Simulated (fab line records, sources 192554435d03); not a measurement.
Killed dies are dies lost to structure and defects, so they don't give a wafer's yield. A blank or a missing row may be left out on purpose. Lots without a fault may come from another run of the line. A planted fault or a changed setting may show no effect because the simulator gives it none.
One fault seen from 2 desks | flow n5_finfet | each desk has only its own numbers; what lay behind them comes last

THE METROLOGY DESK
What the gauges read, lot by lot, whatever tool the lot ran on: means of the sampled wafers that have a number. A lot is out of limits, marked OUT, if its mean lies more than 4 standard deviations from the usual mean; the brackets give that distance.
Columns: A = trench_depth_nm at N5_BEOL_M14_OCD_MEAS_35, usual 562 nm; B = M14_THK at N5_BEOL_M14_THK_MEAS_50, usual 541 nm; C = M14_RS at N5_BEOL_M14_RS_MEAS_54, usual 0.0328 ohm/sq
lot  | first seen here | A              | B              | C
L945 | day 12 15:04    | 554            | 535            | 0.0333
L944 | day 13 00:10    | 559            | 539            | 0.0330
L951 | day 15 01:57    | 540            | 522            | 0.0340
L953 | day 15 15:11    | 572            | 554            | 0.0322
L950 | day 15 16:03    | 556            | 538            | 0.0331
L957 | day 16 20:14    | 701 (+7.7) OUT | 664 (+7.2) OUT | 0.0279 (-4.4) OUT
L960 | day 17 11:50    | 720 (+8.8) OUT | 695 (+9.1) OUT | 0.0273 (-5.0) OUT
L965 | day 17 16:50    | 564            | 545            | 0.0327
L964 | day 18 15:22    | 561            | 536            | 0.0327
This desk's finding: out of limits on L957, L960; first on L957, day 16 20:14 (trench_depth_nm at N5_BEOL_M14_OCD_MEAS_35). In limits: L945, L944, L951, L953, L950, L965, L964.

THE TOOL OWNER'S DESK: rie_diel-02
The tool's own readings at N5_BEOL_M14_TRENCH_ETCH_34 (etches SiO2 in C4F8/O2/Ar, target depth 556.65 nm, time 126.9 s): means of the sampled wafers that have a number, for each lot that ran on this tool. A lot is out of limits, marked OUT, if its mean lies more than 4 standard deviations from the usual mean; the brackets give that distance.
Columns: A = drypump_motor_current_A at N5_BEOL_M14_TRENCH_ETCH_34, usual 5.7 A; B = oes_f_703_au at N5_BEOL_M14_TRENCH_ETCH_34, usual 0.81 a.u.; C = oes_o_777_au at N5_BEOL_M14_TRENCH_ETCH_34, usual 0.81 a.u.; D = oes_product_au at N5_BEOL_M14_TRENCH_ETCH_34, usual 0.82 a.u.; E = rf_vpp_V at N5_BEOL_M14_TRENCH_ETCH_34, usual 2247 V; F = showerhead_plenum_p_Torr at N5_BEOL_M14_TRENCH_ETCH_34, usual 3.46 Torr; G = throttle_valve_pct at N5_BEOL_M14_TRENCH_ETCH_34, usual 30.93 %
lot  | first seen here | A   | B    | C    | D    | E    | F    | G
L944 | day 13 00:00    | 5.8 | 0.74 | 0.75 | 0.74 | 2256 | 3.37 | 31.11
L953 | day 15 15:02    | 5.5 | 0.92 | 0.93 | 0.91 | 2275 | 3.59 | 30.96
L957 | day 16 20:04    | 5.8 | 0.83 | 0.83 | 0.94 | 2238 | 3.58 | 31.02
L960 | day 17 11:40    | 5.4 | 0.78 | 0.77 | 0.89 | 2191 | 3.50 | 30.95
This desk's finding: nothing out of limits on any of the 4 lots.

PUT TOGETHER
The metrology desk could have raised an alarm at day 16 20:14, on L957, L960.
The tool owner's desk saw nothing out of limits.
The tool owner's desk has L957, L960 on record, within its limits.
Of the lots named, all ran N5_BEOL_M14_TRENCH_ETCH_34 on rie_diel-02.

WHAT THE SIMULATOR HAD PUT IN
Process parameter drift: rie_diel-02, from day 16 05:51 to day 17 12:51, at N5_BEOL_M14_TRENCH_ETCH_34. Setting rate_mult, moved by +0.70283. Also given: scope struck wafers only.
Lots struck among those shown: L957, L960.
Hours from the fault's start to each desk's first reading out of limits: the metrology desk, 14.
